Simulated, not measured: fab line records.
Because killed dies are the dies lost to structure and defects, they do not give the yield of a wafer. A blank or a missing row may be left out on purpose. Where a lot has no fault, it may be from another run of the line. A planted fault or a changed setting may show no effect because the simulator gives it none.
A struck lot beside a sound one | flow n5-finfet | 41 out of 1938 route steps
Sound: wafers L367.1, L367.2, L367.5. Struck: wafer L371.2. (L371.3, L371.5 of the same lot were not struck and are left out.) The cause comes at the end.
Order at every step that has rows: each side's tool, ch and its chambers, its first start. Under that, the readings that differ: sound wafers | struck wafers | difference of the means | sigmas: that difference in standard deviations of wafers without a fault.
alike: same words and numbers on both sides, and readings whose means sit less than 2 such deviations apart. not compared: any withheld reading, any reading some wafer has no value for, any bound like >300 that may hide the same value, and any number with overlapping values for which the record gives no deviation.
The two part at a step that has a row with sigmas, a row that says differs or no value, or rows on one side only. Numbers that have no deviation but don't overlap get no sigmas and don't part them. A reading missing from all wafers of one side parts the sides only when that side holds two or more wafers.

first, 2 steps without rows for these wafers: N5_HKMG_FIN_PEB_10 (peb time 60 s); N5_HKMG_FIN_DEVELOP_11 (develop time 30 s).
N5_HKMG_FIN_CD_MEAS_12: target cd 92.8 nm.
  sound on cd-sem-01 ch 0, day 4 04:10; struck on cd-sem-01 ch 0, day 5 02:46
  reading    | sound          | struck | difference | sigmas
  cd-nm (nm) | 92.9 92.4 93.0 | 94.3   | +1.5       | +2
N5_HKMG_FIN_OVL_MEAS_13:
  sound on overlay-02 ch 0, day 4 04:11; struck on overlay-02 ch 0, day 5 02:48
  alike: NWFM_OVL
N5_HKMG_FIN_INSPECT_14: inspects for defects (macro).
  sound on defect-inspect-01, day 4 04:13; struck on defect-inspect-02, day 5 02:49
  alike: raw-defect-count
then, 5 steps without rows for these wafers: N5_HKMG_FIN_DESCUM_17 (chemistry O2, time 7.9 s); N5_HKMG_FIN_ETCH_31 (etches SiARC in CF4, target depth 45.5 nm, time 75.8 s); N5_HKMG_FIN_ETCH_32 (etches SOC in N2/H2, target depth 240 nm, time 300 s); N5_HKMG_FIN_STRIP_33 (strips in N2/H2); N5_HKMG_FIN_STRIP_34 (strips in CF4).
N5_HKMG_FIN_ETCH_35: etches SOC in N2/H2, target depth 215.8 nm, time 243.4 s.
  sound on rie-diel-06 ch 0,2, day 4 04:42; struck on rie-diel-02 ch 1, day 5 03:10
  alike: drypump-motor-current-A, oes-product-au, rf-vpp-V, showerhead-plenum-p-Torr, throttle-valve-pct
  not compared: rf-hours-counter-h
then, 1 step without rows for these wafers: N5_HKMG_FIN_STRIP_92 (strips SOC in N2/H2, time 20 s).
N5_HKMG_FIN_WET_ETCH_18: etches TiN in SC1, time 55 s, target depth 5.2 nm, rinse time 30 s.
  sound on wet-bench-02 ch 4,5,6, day 4 05:02; struck on wet-bench-05 ch 2,3,5, day 5 03:23
then, 1 step without rows for these wafers: N5_HKMG_FIN_STRIP_19 (strips in N2/H2, time 360 s).
N5_HKMG_FIN_ALD_91: deposits TiN, target thk 1 nm, pulse time 1 s, purge time 3 s.
  sound on ald-metal-02 ch 0,2, day 4 05:29; struck on ald-metal-02 ch 3, day 5 03:50
  alike: heater-power-w, precursor-pulse-height-rel
then, 8 steps without rows for these wafers: N5_HKMG_FIN_COAT_85 (time 60 s, resist thk 300 nm); N5_HKMG_FIN_ETCH_86 (etches SOC in N2/H2, stops on TiN, target depth 393.2 nm); N5_HKMG_FIN_STRIP_89 (strips SOC in N2/H2, time 20 s); N5_HKMG_FIN_WET_ETCH_87 (etches TiN in SC1, time 154.2 s, target depth 4.7 nm, rinse time 30 s); N5_HKMG_FIN_STRIP_88 (strips in N2/H2, time 360 s); N5_HKMG_FIN_NWFM_ALD_20 (deposits TiAlC, target thk 2 nm, pulse time 3 s, purge time 2 s); N5_HKMG_FIN_ALD_71 (deposits TiN, target thk 1 nm, pulse time 1 s, purge time 3 s); N5_HKMG_FIN_COAT_66 (time 60 s, resist thk 300 nm).
N5_HKMG_FIN_ETCH_67: etches SOC in N2/H2, stops on TiN, target depth 388.9 nm.
  sound on rie-diel-02 ch 1,2,3, day 4 06:53; struck on rie-diel-06 ch 1, day 5 05:22
  alike: drypump-motor-current-A, oes-product-au, rf-vpp-V, showerhead-plenum-p-Torr, throttle-valve-pct
  not compared: rf-hours-counter-h
N5_HKMG_FIN_STRIP_90: strips SOC in N2/H2, time 20 s.
  sound on rie-diel-02 ch 1,2,3, day 4 06:57; struck on rie-diel-06 ch 1, day 5 05:25
  reading          | sound             | struck | difference | sigmas
  bias-power-w (W) | 8.053 7.999 7.981 | 7.959  | -0.052     | -2
  alike: drypump-motor-current-A, oes-product-au, rf-vpp-V, showerhead-plenum-p-Torr, throttle-valve-pct
  not compared: rf-hours-counter-h
then, 5 steps without rows for these wafers: N5_HKMG_FIN_WET_ETCH_73 (etches the open film in SC1, time 42.3 s, target depth 1.3 nm, rinse time 30 s); N5_HKMG_FIN_ETCHBACK_68 (etches the open film in Cl2/Ar, stops on HfO2, target depth 0.5 nm); N5_HKMG_FIN_STRIP_69 (strips in N2/H2, time 360 s); N5_HKMG_FIN_ALD_21 (deposits TiN, target thk 1.5 nm, pulse time 1 s, purge time 3 s); N5_HKMG_FIN_ALD_72 (deposits W, target thk 2 nm, pulse time 1 s, purge time 2 s).
N5_HKMG_FIN_W_FILL_22: material W, target thk 60 nm, time 18.2 s.
  sound on cvd-w-01 ch 0,1, day 4 08:04; struck on cvd-w-02 ch 1, day 5 06:32
  alike: heater-power-w, throttle-valve-pct
then, 9 steps without rows for these wafers: N5_HKMG_FIN_PRECLEAN_83 (cleans in DIW, time 57.5 s); N5_HKMG_FIN_SRD_84 (dry time 32 s); N5_HKMG_FIN_CMP_23 (polishes, stops on SiNx, t overpolish 10 s, target thk 46.326 nm); N5_HKMG_FIN_CMP_94 (polishes, stops on SiNx, t overpolish 4.7 s, target thk 43.299 nm); N5_GATE_CUT_ETCHBACK_00 (etches W in SF6/Cl2); N5_GATE_CUT_ETCH_56 (etches TiN in Cl2/Ar, target depth 21.6 nm); N5_GATE_CUT_ETCHBACK_30 (etches TiN in Cl2/Ar, target depth 3 nm); N5_GATE_CUT_VAPOR_ETCH_60 (etches HfO2 in BCl3/Cl2); N5_GATE_CUT_ETCH_58 (etches SiNx in CH3F/O2, target depth 17 nm, time 128.6 s).
-- here the record skips 8 days between the struck wafers' starts before and after, leaving off in module GATE_CUT and picking up in module PASSIVATION (first step shown: number 1936 of the route) --
N5_PASSIVATION_PROBE_49:
  record: rows for the struck wafers here (prober-02, day 13 01:45), none for the sound ones

## WHERE THEY PART
At N5_HKMG_FIN_CD_MEAS_12 first; at N5_PASSIVATION_PROBE_49 last (within this record only).

WHY: whatever the simulator had introduced
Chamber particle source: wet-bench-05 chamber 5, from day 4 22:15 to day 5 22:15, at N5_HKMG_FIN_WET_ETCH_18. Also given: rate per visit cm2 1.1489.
